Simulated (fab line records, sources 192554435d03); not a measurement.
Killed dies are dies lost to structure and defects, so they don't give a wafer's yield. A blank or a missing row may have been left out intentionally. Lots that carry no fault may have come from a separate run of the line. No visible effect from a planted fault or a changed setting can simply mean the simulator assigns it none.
Matching of chambers || flow n5_finfet || 4 sister chambers for N5_BEOL_M8_DESCUM_16 on rie_diel-02
The step chemistry O2, time 7.9 s. 20 wafers are shown with their chamber, then 10 later ones without.

== WAFERS PAIRED WITH THEIR CHAMBERS ==
{"wafer": "L075.3", "chamber": 0, "drypump_motor_current_A (A)": 5.7, "showerhead_plenum_p_Torr (Torr)": 2.04, "throttle_valve_pct (%)": 20.10}
{"wafer": "L075.4", "chamber": 1, "drypump_motor_current_A (A)": 6.0, "showerhead_plenum_p_Torr (Torr)": 2.16, "throttle_valve_pct (%)": 20.52}
{"wafer": "L075.6", "chamber": 1, "drypump_motor_current_A (A)": 6.0, "showerhead_plenum_p_Torr (Torr)": 2.16, "throttle_valve_pct (%)": 20.55}
{"wafer": "L077.1", "chamber": 3, "drypump_motor_current_A (A)": 5.8, "showerhead_plenum_p_Torr (Torr)": 2.09, "throttle_valve_pct (%)": 20.15}
{"wafer": "L077.2", "chamber": 1, "drypump_motor_current_A (A)": 6.0, "showerhead_plenum_p_Torr (Torr)": 2.15, "throttle_valve_pct (%)": 20.56}
{"wafer": "L077.3", "chamber": 0, "drypump_motor_current_A (A)": 5.7, "showerhead_plenum_p_Torr (Torr)": 2.04, "throttle_valve_pct (%)": 20.11}
{"wafer": "L084.1", "chamber": 1, "drypump_motor_current_A (A)": 6.0, "showerhead_plenum_p_Torr (Torr)": 2.15, "throttle_valve_pct (%)": 20.57}
{"wafer": "L084.3", "chamber": 2, "drypump_motor_current_A (A)": 5.4, "showerhead_plenum_p_Torr (Torr)": 2.24, "throttle_valve_pct (%)": 20.13}
{"wafer": "L084.5", "chamber": 2, "drypump_motor_current_A (A)": 5.3, "showerhead_plenum_p_Torr (Torr)": 2.24, "throttle_valve_pct (%)": 20.13}
{"wafer": "L085.1", "chamber": 2, "drypump_motor_current_A (A)": 5.3, "showerhead_plenum_p_Torr (Torr)": 2.24, "throttle_valve_pct (%)": 20.13}
{"wafer": "L085.3", "chamber": 0, "drypump_motor_current_A (A)": 5.7, "showerhead_plenum_p_Torr (Torr)": 2.03, "throttle_valve_pct (%)": 20.16}
{"wafer": "L085.4", "chamber": 1, "drypump_motor_current_A (A)": 6.0, "showerhead_plenum_p_Torr (Torr)": 2.15, "throttle_valve_pct (%)": 20.58}
{"wafer": "L086.2", "chamber": 3, "drypump_motor_current_A (A)": 5.8, "showerhead_plenum_p_Torr (Torr)": 2.09, "throttle_valve_pct (%)": 20.18}
{"wafer": "L086.4", "chamber": 2, "drypump_motor_current_A (A)": 5.3, "showerhead_plenum_p_Torr (Torr)": 2.23, "throttle_valve_pct (%)": 20.16}
{"wafer": "L086.5", "chamber": 0, "drypump_motor_current_A (A)": 5.7, "showerhead_plenum_p_Torr (Torr)": 2.03, "throttle_valve_pct (%)": 20.14}
{"wafer": "L089.1", "chamber": 1, "drypump_motor_current_A (A)": 6.0, "showerhead_plenum_p_Torr (Torr)": 2.14, "throttle_valve_pct (%)": 20.31}
{"wafer": "L089.4", "chamber": 3, "drypump_motor_current_A (A)": 5.8, "showerhead_plenum_p_Torr (Torr)": 2.08, "throttle_valve_pct (%)": 20.19}
{"wafer": "L089.6", "chamber": 0, "drypump_motor_current_A (A)": 5.7, "showerhead_plenum_p_Torr (Torr)": 2.02, "throttle_valve_pct (%)": 20.17}
{"wafer": "L093.1", "chamber": 1, "drypump_motor_current_A (A)": 6.0, "showerhead_plenum_p_Torr (Torr)": 2.14, "throttle_valve_pct (%)": 20.31}
{"wafer": "L093.2", "chamber": 0, "drypump_motor_current_A (A)": 5.7, "showerhead_plenum_p_Torr (Torr)": 2.02, "throttle_valve_pct (%)": 20.17}

SIGNATURES, as means of the wafers listed above
{"reading": "drypump_motor_current_A", "chamber 0": 5.700, "chamber 1": 6.000, "chamber 2": 5.325, "chamber 3": 5.800, "scatter within a chamber": 0.0217}
{"reading": "showerhead_plenum_p_Torr", "chamber 0": 2.0300, "chamber 1": 2.1500, "chamber 2": 2.2375, "chamber 3": 2.0867, "scatter within a chamber": 0.00767}
{"reading": "throttle_valve_pct", "chamber 0": 20.1417, "chamber 1": 20.4857, "chamber 2": 20.1375, "chamber 3": 20.1733, "scatter within a chamber": 0.077}
Rule: for each reading, subtract the chamber's mean from the wafer's reading, divide by that reading's scatter and square the result; add these up over the readings and take the root, which gives the wafer's distance from the chamber. If the next closest chamber is less than 2 further off than the closest, the wafer can't be placed; otherwise it belongs to the closest. The scatter is the square root of a quotient: the sum, over the shown wafers, of each reading's squared deviation from its chamber's mean, divided by wafers minus chambers.

== WAFERS WITH NO CHAMBER GIVEN ==
{"wafer": "L093.6", "drypump_motor_current_A (A)": 5.7, "showerhead_plenum_p_Torr (Torr)": 2.02, "throttle_valve_pct (%)": 20.17}
{"wafer": "L094.1", "drypump_motor_current_A (A)": 5.7, "showerhead_plenum_p_Torr (Torr)": 2.02, "throttle_valve_pct (%)": 20.18}
{"wafer": "L094.4", "drypump_motor_current_A (A)": 6.0, "showerhead_plenum_p_Torr (Torr)": 2.14, "throttle_valve_pct (%)": 20.31}
{"wafer": "L094.5", "drypump_motor_current_A (A)": 6.0, "showerhead_plenum_p_Torr (Torr)": 2.14, "throttle_valve_pct (%)": 20.31}
{"wafer": "L092.4", "drypump_motor_current_A (A)": 5.7, "showerhead_plenum_p_Torr (Torr)": 2.02, "throttle_valve_pct (%)": 20.17}
{"wafer": "L092.5", "drypump_motor_current_A (A)": 6.0, "showerhead_plenum_p_Torr (Torr)": 2.14, "throttle_valve_pct (%)": 20.30}
{"wafer": "L092.6", "drypump_motor_current_A (A)": 5.7, "showerhead_plenum_p_Torr (Torr)": 2.02, "throttle_valve_pct (%)": 20.17}
{"wafer": "L097.2", "drypump_motor_current_A (A)": 5.3, "showerhead_plenum_p_Torr (Torr)": 2.23, "throttle_valve_pct (%)": 20.19}
{"wafer": "L097.3", "drypump_motor_current_A (A)": 5.7, "showerhead_plenum_p_Torr (Torr)": 2.02, "throttle_valve_pct (%)": 20.18}
{"wafer": "L097.5", "drypump_motor_current_A (A)": 5.7, "showerhead_plenum_p_Torr (Torr)": 2.02, "throttle_valve_pct (%)": 20.17}

== CHAMBER TAKEN BY EACH ==
{"wafer": "L093.6", "from the rows above": 0, "in truth": 0}
{"wafer": "L094.1", "from the rows above": 0, "in truth": 0}
{"wafer": "L094.4", "from the rows above": 1, "in truth": 1}
{"wafer": "L094.5", "from the rows above": 1, "in truth": 1}
{"wafer": "L092.4", "from the rows above": 0, "in truth": 0}
{"wafer": "L092.5", "from the rows above": 1, "in truth": 1}
{"wafer": "L092.6", "from the rows above": 0, "in truth": 0}
{"wafer": "L097.2", "from the rows above": 2, "in truth": 2}
{"wafer": "L097.3", "from the rows above": 0, "in truth": 0}
{"wafer": "L097.5", "from the rows above": 0, "in truth": 0}
Placed correctly: 10 of 10. From these rows, 0 cannot be placed. Number placed wrongly: 0.
